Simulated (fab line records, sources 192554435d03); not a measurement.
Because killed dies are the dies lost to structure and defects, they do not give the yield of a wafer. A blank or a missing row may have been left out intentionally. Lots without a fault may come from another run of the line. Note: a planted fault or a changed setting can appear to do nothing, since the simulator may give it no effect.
One fault through the eyes of 2 desks    flow n5 finfet    only its own numbers are on each desk; what lay behind them is given at the end

== THE DEFECT DESK ==
Inspection counts along the route, by lot: the mean over sampled wafers that carry a number. A lot is out of limits, marked OUT, if its mean lies more than 4 standard deviations from the usual mean; the brackets give that distance.
Columns: A = raw defect count at N5_BEOL_M9_INSPECT_13, usual 420
lot   first seen here  A
L487  day 9 18:00      434
L493  day 11 00:45     562
L492  day 11 02:02     443
L491  day 11 08:17     413
L495  day 11 11:19     493
L496  day 11 21:13     334
L499  day 13 09:32     640
L504  day 13 12:47     484
L501  day 13 19:22     1154 (+8.7) OUT
L507  day 14 19:13     325
L509  day 15 16:41     411
This desk's verdict: out of limits on L501, starting with L501 at day 13 19:22 (raw defect count at N5_BEOL_M9_INSPECT_13). Within limits: L487, L493, L492, L491, L495, L496, L499, L504, L507, L509.

== TOOL OWNER'S DESK, pvd sputter-01 ==
The tool's own readings at N5_BEOL_M9_HM_DEP_02 (deposits TiN, target thk 20 nm): means of the sampled wafers that have a number, for each lot that ran on this tool. A lot is out of limits, marked OUT, if its mean lies more than 4 standard deviations from the usual mean; the brackets give that distance.
Columns: A = throttle valve pct at N5_BEOL_M9_HM_DEP_02, usual 30.6 %
lot   first seen here  A
L487  day 9 17:34      31.2
L492  day 11 01:29     31.5
L491  day 11 07:43     31.4
L496  day 11 20:40     30.5
L499  day 13 08:59     30.1
L501  day 13 18:55     30.0
This desk's finding: nothing out of limits on any of the 6 lots.

== ALL TOGETHER ==
The defect desk could have raised an alarm at day 13 19:22, on L501.
The tool owner's desk saw nothing out of limits.
Tool owner's desk: L501 on record, inside its limits.
The lots listed all ran N5_BEOL_M9_HM_DEP_02 on pvd sputter-01.

== WHAT HAD BEEN PUT IN BY THE SIMULATOR ==
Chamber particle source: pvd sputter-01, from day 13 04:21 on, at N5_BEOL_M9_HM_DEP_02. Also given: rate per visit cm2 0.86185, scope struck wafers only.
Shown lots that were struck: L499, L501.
Hours from the fault's start to each desk's first reading out of limits: the defect desk, 15.
